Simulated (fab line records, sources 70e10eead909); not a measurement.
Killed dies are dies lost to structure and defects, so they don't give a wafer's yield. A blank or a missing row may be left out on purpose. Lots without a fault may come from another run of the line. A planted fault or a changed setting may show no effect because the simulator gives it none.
A sampling plan put to the test | flow nand_harc | one fab line, 37 faults that these records tell of, each judged on the records of the lots that it struck
The plan is the line's own looks: the steps of the route at which a gauge or an inspection reads the wafer and doesn't change it. A look can be judged if struck wafers have a number there and the file gives its usual mean and standard deviation on fault-free wafers. Caught: at a look after the fault's first step, the mean of the struck wafers lies 4 or more of those standard deviations (sigma) from the usual mean. On the tool: the same test on the tool's own readings at the fault's steps. Another recipe on the struck wafers, or a record that is blank for them alone, also counts as caught.

THE FAULTS, as the simulator had put them in
1. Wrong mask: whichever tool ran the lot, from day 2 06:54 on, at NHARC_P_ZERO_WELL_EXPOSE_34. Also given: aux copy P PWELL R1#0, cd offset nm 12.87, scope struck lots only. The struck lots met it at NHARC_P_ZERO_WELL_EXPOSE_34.
2. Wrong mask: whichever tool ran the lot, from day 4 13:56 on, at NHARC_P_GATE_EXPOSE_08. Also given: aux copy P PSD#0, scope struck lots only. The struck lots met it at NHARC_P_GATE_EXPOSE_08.
3. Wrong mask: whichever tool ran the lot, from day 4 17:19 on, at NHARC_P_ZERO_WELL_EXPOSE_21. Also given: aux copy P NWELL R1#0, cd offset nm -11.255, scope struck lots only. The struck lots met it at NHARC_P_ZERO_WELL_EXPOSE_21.
4. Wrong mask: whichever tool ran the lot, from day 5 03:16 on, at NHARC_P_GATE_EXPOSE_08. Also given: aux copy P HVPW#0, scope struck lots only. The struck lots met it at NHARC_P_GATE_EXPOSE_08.
5. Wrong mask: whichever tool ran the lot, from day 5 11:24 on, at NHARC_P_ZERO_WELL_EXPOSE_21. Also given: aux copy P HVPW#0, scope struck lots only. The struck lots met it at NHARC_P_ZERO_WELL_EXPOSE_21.
6. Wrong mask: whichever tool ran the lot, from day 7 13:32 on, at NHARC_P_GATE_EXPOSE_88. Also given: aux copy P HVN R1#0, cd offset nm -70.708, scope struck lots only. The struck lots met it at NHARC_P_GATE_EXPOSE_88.
7. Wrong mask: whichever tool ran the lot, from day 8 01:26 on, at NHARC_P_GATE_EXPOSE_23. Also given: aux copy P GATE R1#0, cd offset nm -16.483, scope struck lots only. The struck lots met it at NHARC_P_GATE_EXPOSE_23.
8. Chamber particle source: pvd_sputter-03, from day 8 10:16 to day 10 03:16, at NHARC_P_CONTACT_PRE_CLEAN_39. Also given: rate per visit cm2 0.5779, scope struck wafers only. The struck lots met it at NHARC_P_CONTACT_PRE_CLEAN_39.
9. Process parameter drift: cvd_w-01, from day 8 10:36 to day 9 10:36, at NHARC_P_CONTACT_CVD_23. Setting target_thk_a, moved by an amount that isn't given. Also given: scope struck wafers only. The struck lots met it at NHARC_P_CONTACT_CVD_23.
10. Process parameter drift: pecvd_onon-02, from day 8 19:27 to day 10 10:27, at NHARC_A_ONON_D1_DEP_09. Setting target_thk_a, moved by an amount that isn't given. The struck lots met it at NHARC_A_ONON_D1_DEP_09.
11. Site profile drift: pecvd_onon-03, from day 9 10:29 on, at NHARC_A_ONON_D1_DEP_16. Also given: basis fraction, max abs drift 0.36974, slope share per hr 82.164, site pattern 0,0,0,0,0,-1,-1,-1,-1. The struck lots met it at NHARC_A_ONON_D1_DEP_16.
12. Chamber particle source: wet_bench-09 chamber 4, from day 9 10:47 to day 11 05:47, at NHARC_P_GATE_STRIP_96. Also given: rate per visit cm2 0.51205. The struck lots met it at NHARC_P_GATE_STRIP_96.
13. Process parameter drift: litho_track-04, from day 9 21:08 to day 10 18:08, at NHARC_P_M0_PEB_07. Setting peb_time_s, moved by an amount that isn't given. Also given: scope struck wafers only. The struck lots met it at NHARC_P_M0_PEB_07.
14. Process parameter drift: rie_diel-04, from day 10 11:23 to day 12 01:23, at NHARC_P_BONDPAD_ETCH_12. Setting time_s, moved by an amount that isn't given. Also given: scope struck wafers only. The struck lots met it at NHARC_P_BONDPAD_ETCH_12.
15. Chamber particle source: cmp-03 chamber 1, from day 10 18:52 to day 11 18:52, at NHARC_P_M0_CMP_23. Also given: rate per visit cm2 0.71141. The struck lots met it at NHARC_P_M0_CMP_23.
16. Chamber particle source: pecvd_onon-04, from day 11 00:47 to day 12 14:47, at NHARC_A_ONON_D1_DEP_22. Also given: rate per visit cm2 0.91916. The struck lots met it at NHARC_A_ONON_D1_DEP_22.
17. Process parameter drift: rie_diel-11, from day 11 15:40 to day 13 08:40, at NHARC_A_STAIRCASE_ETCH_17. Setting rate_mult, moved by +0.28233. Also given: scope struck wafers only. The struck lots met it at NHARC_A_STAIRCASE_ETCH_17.
18. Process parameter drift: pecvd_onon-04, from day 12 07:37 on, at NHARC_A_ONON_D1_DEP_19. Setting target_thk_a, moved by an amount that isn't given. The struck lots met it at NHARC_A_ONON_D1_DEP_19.
19. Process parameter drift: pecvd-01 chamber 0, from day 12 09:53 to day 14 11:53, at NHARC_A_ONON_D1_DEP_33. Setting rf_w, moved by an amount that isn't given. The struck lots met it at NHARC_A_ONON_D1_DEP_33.
20. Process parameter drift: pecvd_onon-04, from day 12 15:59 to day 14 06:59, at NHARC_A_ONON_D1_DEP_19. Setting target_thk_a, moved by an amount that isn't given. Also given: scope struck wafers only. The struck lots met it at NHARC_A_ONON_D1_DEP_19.
21. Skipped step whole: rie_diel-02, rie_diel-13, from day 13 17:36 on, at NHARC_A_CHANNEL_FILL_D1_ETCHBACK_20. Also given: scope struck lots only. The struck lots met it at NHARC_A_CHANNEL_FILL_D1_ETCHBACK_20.
22. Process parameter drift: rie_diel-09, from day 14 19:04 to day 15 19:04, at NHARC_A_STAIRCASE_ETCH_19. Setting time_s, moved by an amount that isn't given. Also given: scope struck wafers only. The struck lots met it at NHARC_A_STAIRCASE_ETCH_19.
23. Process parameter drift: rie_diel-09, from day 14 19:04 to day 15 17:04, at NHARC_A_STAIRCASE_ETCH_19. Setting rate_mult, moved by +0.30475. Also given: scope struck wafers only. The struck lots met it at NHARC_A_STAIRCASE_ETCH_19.
24. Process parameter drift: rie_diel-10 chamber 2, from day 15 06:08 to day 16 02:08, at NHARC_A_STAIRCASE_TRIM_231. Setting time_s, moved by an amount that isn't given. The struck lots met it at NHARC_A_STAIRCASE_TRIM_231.
25. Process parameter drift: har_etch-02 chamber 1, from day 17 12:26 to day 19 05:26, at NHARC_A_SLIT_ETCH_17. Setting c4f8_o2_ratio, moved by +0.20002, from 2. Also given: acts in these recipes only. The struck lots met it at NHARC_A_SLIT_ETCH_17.
26. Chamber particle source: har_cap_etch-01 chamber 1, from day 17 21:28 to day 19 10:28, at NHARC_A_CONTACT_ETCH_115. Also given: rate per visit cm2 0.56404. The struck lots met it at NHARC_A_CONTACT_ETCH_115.
27. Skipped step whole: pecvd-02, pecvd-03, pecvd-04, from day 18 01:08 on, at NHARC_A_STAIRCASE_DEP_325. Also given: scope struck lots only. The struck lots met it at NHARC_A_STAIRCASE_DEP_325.
28. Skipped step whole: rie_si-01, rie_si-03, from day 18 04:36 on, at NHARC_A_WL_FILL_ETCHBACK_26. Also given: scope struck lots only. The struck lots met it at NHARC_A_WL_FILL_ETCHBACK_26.
29. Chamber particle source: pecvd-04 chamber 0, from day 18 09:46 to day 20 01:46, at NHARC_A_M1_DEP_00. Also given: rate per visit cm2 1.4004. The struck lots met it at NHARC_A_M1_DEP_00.
30. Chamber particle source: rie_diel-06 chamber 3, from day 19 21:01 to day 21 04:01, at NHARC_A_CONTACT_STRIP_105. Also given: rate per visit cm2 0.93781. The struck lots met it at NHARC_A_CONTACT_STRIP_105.
31. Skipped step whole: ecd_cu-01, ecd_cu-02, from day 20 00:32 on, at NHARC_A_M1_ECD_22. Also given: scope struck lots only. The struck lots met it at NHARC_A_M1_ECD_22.
32. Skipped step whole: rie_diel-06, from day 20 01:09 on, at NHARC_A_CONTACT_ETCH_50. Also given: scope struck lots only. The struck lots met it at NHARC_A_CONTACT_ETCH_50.
33. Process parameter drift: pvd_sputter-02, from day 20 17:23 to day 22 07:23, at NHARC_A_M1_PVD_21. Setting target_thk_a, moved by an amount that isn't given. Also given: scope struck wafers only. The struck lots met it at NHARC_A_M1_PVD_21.
34. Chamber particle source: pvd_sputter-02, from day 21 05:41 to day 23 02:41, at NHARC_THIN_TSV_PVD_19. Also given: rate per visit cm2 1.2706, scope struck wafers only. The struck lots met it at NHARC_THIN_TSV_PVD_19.
35. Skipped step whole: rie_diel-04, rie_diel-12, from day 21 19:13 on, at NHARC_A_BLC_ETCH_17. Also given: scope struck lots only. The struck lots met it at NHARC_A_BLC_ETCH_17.
36. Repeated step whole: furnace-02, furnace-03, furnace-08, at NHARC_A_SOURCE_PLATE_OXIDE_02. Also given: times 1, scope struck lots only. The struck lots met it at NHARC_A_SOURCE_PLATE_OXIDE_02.
37. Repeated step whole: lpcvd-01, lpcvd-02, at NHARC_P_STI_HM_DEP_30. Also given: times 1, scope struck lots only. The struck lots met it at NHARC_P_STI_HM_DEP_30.

WHAT THE PLAN SAW
fault | on the tool itself                               | first look that catches it                      | reading, sigma                                         | median hours from its first step to that look | hours from the fault's start to the first struck lot there | judged looks passed uncaught
1     | no reading that can be judged                    | NHARC_P_ZERO_WELL_CD_MEAS_37                    | cd_nm +6.1                                             | 0.2                                           | 3                                                          | 0
2     | under 2 sigma                                    | NHARC_END_SORT_01                               | killed_at_periphery +99 or beyond                      | 364.1                                         | 363                                                        | 1
3     | under 2 sigma                                    | NHARC_P_ZERO_WELL_CD_MEAS_24                    | cd_nm -5.6                                             | 0.2                                           | 3                                                          | 0
4     | no reading that can be judged                    | NHARC_END_SORT_01                               | killed_at_periphery +99 or beyond                      | 367.8                                         | 366                                                        | 0
5     | no reading that can be judged                    | NHARC_END_SORT_01                               | killed_at_periphery +99 or beyond                      | 426.1                                         | 428                                                        | 0
6     | no reading that can be judged                    | NHARC_P_GATE_CD_MEAS_91                         | cd_nm -45                                              | 0.2                                           | 1                                                          | 0
7     | under 2 sigma                                    | NHARC_P_GATE_CD_MEAS_26                         | cd_nm -28                                              | 0.1                                           | 0                                                          | 0
8     | no reading that can be judged                    | NHARC_END_SORT_01                               | killed_at_periphery +12                                | 323.3                                         | 339                                                        | 1
9     | under 2 sigma                                    | no look after it can be judged                  | -                                                      | -                                             | -                                                          | 0
10    | no reading that can be judged                    | NHARC_A_ONON_D1_THK_MEAS_11                     | thk_nm -24                                             | 0.5                                           | 8                                                          | 0
11    | under 2 sigma                                    | NHARC_A_ONON_D1_THK_MEAS_18                     | thk_nm -14                                             | 0.4                                           | 16                                                         | 0
12    | no reading that can be judged                    | NHARC_P_GATE_INSPECT_68                         | raw_defect_count +5.3                                  | 1.7                                           | 19                                                         | 0
13    | under 2 sigma                                    | none of the 2 looks that can be judged after it | strongest: cd_nm at NHARC_P_M0_CD_MEAS_09, +2.6        | -                                             | -                                                          | 2
14    | run_length_s -98 sigma                           | NHARC_END_SORT_01                               | killed_at_periphery +99 or beyond                      | 306.0                                         | 308                                                        | 0
15    | under 2 sigma                                    | NHARC_P_M1_INSPECT_11                           | raw_defect_count +99 or beyond                         | 2.1                                           | 9                                                          | 4
16    | no reading that can be judged                    | NHARC_END_SORT_01                               | killed_at_array +7.3                                   | 261.9                                         | 277                                                        | 0
17    | oes_product_au +10 sigma                         | NHARC_END_SORT_01                               | killed_at_array +57                                    | 210.6                                         | 215                                                        | 0
18    | no reading that can be judged                    | NHARC_A_ONON_D1_THK_MEAS_21                     | thk_nm +99 or beyond                                   | 0.4                                           | 6                                                          | 0
19    | rf_fwd_power_W +33 sigma                         | not the one look that can be judged after it    | strongest: thk_nm at NHARC_A_ONON_D1_THK_MEAS_34, +3.8 | -                                             | -                                                          | 1
20    | no reading that can be judged                    | NHARC_A_ONON_D1_THK_MEAS_21                     | thk_nm -59                                             | 0.4                                           | 3                                                          | 0
21    | the tool's record is blank for the struck wafers | NHARC_END_SORT_01                               | killed_at_array +58                                    | 229.4                                         | 230                                                        | 0
22    | run_length_s -33 sigma                           | NHARC_END_SORT_01                               | killed_at_array +58                                    | 201.3                                         | 203                                                        | 0
23    | oes_product_au +17 sigma                         | NHARC_END_SORT_01                               | killed_at_array +58                                    | 202.6                                         | 203                                                        | 0
24    | run_length_s +99 or beyond sigma                 | NHARC_END_SORT_01                               | killed_at_array +8.3                                   | 194.1                                         | 194                                                        | 0
25    | under 2 sigma                                    | no look after it can be judged                  | -                                                      | -                                             | -                                                          | 0
26    | no reading that can be judged                    | NHARC_END_SORT_01                               | killed_at_array +4.7                                   | 83.5                                          | 93                                                         | 0
27    | the tool's record is blank for the struck wafers | NHARC_END_SORT_01                               | killed_at_array +58                                    | 149.3                                         | 147                                                        | 0
28    | the tool's record is blank for the struck wafers | NHARC_END_SORT_01                               | killed_at_array +58                                    | 84.7                                          | 85                                                         | 1
29    | no reading that can be judged                    | NHARC_A_M1_INSPECT_11                           | raw_defect_count +61                                   | 1.0                                           | 10                                                         | 1
30    | no reading that can be judged                    | NHARC_END_SORT_01                               | killed_at_array +5.7                                   | 55.4                                          | 55                                                         | 2
31    | the tool's record is blank for the struck wafers | NHARC_A_M1_THK_MEAS_24                          | thk_nm -88                                             | 1.1                                           | 2                                                          | 0
32    | the tool's record is blank for the struck wafers | NHARC_END_SORT_01                               | killed_at_array +58                                    | 71.5                                          | 77                                                         | 0
33    | under 2 sigma                                    | NHARC_END_SORT_01                               | sort_bin_2_pct +99 or beyond                           | 34.0                                          | 33                                                         | 0
34    | under 2 sigma                                    | NHARC_END_SORT_01                               | killed_at_other +27                                    | 16.4                                          | 22                                                         | 3
35    | the tool's record is blank for the struck wafers | NHARC_END_SORT_01                               | killed_at_array +58                                    | 53.1                                          | 57                                                         | 0
36    | under 2 sigma                                    | NHARC_A_SOURCE_PLATE_THK_MEAS_09                | thk_nm +6.0                                            | 9.8                                           | -                                                          | 0
37    | under 2 sigma                                    | NHARC_END_SORT_01                               | killed_at_periphery +99 or beyond                      | 403.4                                         | -                                                          | 0
A dash: the fault isn't caught, or these records don't give the number.

Caught at a look: 33 of 37. Caught on the tool: 12 of 37. By one or the other: 34 of 37.
Caught on the tool alone: fault 19.
Caught at a look alone: faults 1, 2, 3, 4, 5, 6, 7, 8, 10, 11, 12, 15, 16, 18, 20, 26, 29, 30, 33, 34, 36, 37.
Caught by neither: faults 9, 13, 25.

THINNER SAMPLING
If the look that catches a fault measured only every second or every third lot, by lot number, the first struck lot would be measured this late in the worst case:
fault | struck lots at that look, in order of time | every lot | every second lot | every third lot
1     | L230                                       | 3 h       | may miss it      | may miss it
2     | L923                                       | 363 h     | may miss it      | may miss it
3     | L622                                       | 3 h       | may miss it      | may miss it
4     | L860                                       | 366 h     | may miss it      | may miss it
5     | L869                                       | 428 h     | may miss it      | may miss it
6     | L813                                       | 1 h       | may miss it      | may miss it
7     | L365                                       | 0 h       | may miss it      | may miss it
8     | L965, L969                                 | 339 h     | may miss all 2   | may miss all 2
10    | L676, L677                                 | 8 h       | 20 h             | may miss all 2
11    | L522, L523                                 | 16 h      | 44 h             | may miss all 2
12    | L894, L896                                 | 19 h      | may miss all 2   | may miss all 2
14    | L919, L920                                 | 308 h     | 308 h            | may miss all 2
15    | L959, L961                                 | 9 h       | may miss all 2   | may miss all 2
16    | L266, L270                                 | 277 h     | may miss all 2   | may miss all 2
17    | L650, L656                                 | 215 h     | may miss all 2   | may miss all 2
18    | L617, L618, L620                           | 6 h       | 11 h             | may miss all 3
20    | L301, L303                                 | 3 h       | may miss all 2   | may miss all 2
21    | L568, L570                                 | 230 h     | may miss all 2   | may miss all 2
22    | L210, L209                                 | 203 h     | 207 h            | may miss all 2
23    | L764, L763                                 | 203 h     | 207 h            | may miss all 2
24    | L600                                       | 194 h     | may miss it      | may miss it
26    | L242, L240, L245                           | 93 h      | 122 h            | may miss all 3
27    | L665, L663, L664                           | 147 h     | 154 h            | 154 h
28    | L945, L947, L946                           | 85 h      | 103 h            | 103 h
29    | L735, L736                                 | 10 h      | 25 h             | may miss all 2
30    | L711, L712                                 | 55 h      | 68 h             | may miss all 2
31    | L198, L197, L199                           | 2 h       | 2 h              | 15 h
32    | L852, L851                                 | 77 h      | 79 h             | may miss all 2
33    | L744, L745                                 | 33 h      | 48 h             | may miss all 2
34    | L258, L257                                 | 22 h      | 30 h             | may miss all 2
35    | L349, L347                                 | 57 h      | may miss all 2   | may miss all 2
Hours are from the fault's start to the first struck lot that is measured. The limit of 4 sigma was tested on all struck wafers together, so one lot alone may lie under it. Other struck lots may not be in these records.

THE LONGEST TIMED WAY FROM STEP TO LOOK
Fault 5: a median of 426.1 hours passes between NHARC_P_ZERO_WELL_EXPOSE_21 and NHARC_END_SORT_01. No look between them can be judged.
